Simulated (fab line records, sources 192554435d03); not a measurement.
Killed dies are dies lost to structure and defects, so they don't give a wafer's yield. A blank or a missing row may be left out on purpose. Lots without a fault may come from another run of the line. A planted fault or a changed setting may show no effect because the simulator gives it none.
Chamber matching | flow n5_finfet | N5_BEOL_M2_STRIP_19 on rie_diel-06: 4 sister chambers
The step strips in O2. 4 wafers are shown with their chamber, then 11 later ones without.

WAFERS WITH THEIR CHAMBER
wafer  | chamber | showerhead_plenum_p_Torr (Torr)
L087.2 | 3       | 2.16
L091.1 | 0       | 2.09
L091.2 | 2       | 2.21
L091.4 | 1       | 1.97

WAFERS WITHOUT THEIR CHAMBER
wafer  | showerhead_plenum_p_Torr (Torr)
L091.5 | 2.09
L091.6 | 2.21
L095.2 | 2.16
L095.4 | 2.08
L095.5 | 2.08
L097.2 | 2.21
L097.3 | 1.96
L097.5 | 1.96
L096.3 | 2.21
L096.4 | 2.08
L096.6 | 2.21

WHICH CHAMBER EACH WENT THROUGH
wafer  | from the rows above | in truth
L091.5 | 0                   | 0
L091.6 | 2                   | 2
L095.2 | 3                   | 3
L095.4 | 0                   | 0
L095.5 | 0                   | 0
L097.2 | 2                   | 2
L097.3 | 1                   | 1
L097.5 | 1                   | 1
L096.3 | 2                   | 2
L096.4 | 0                   | 0
L096.6 | 2                   | 2
Placed correctly: 11 of 11. Can't be placed from these rows: 0. Placed wrongly: 0.
How it was worked out, from the rows above alone: a wafer's distance from a chamber is the root of the sum, over the readings, of the square of ((its reading less the chamber's mean) divided by the reading's scatter). The wafer belongs to the nearest chamber; if the next one is less than 2 further off, it can't be placed. A chamber's mean is the mean of its shown wafers. The scatter: with one shown wafer a chamber, the root of the mean of the squares of how far each hidden wafer lies from its nearest shown one.
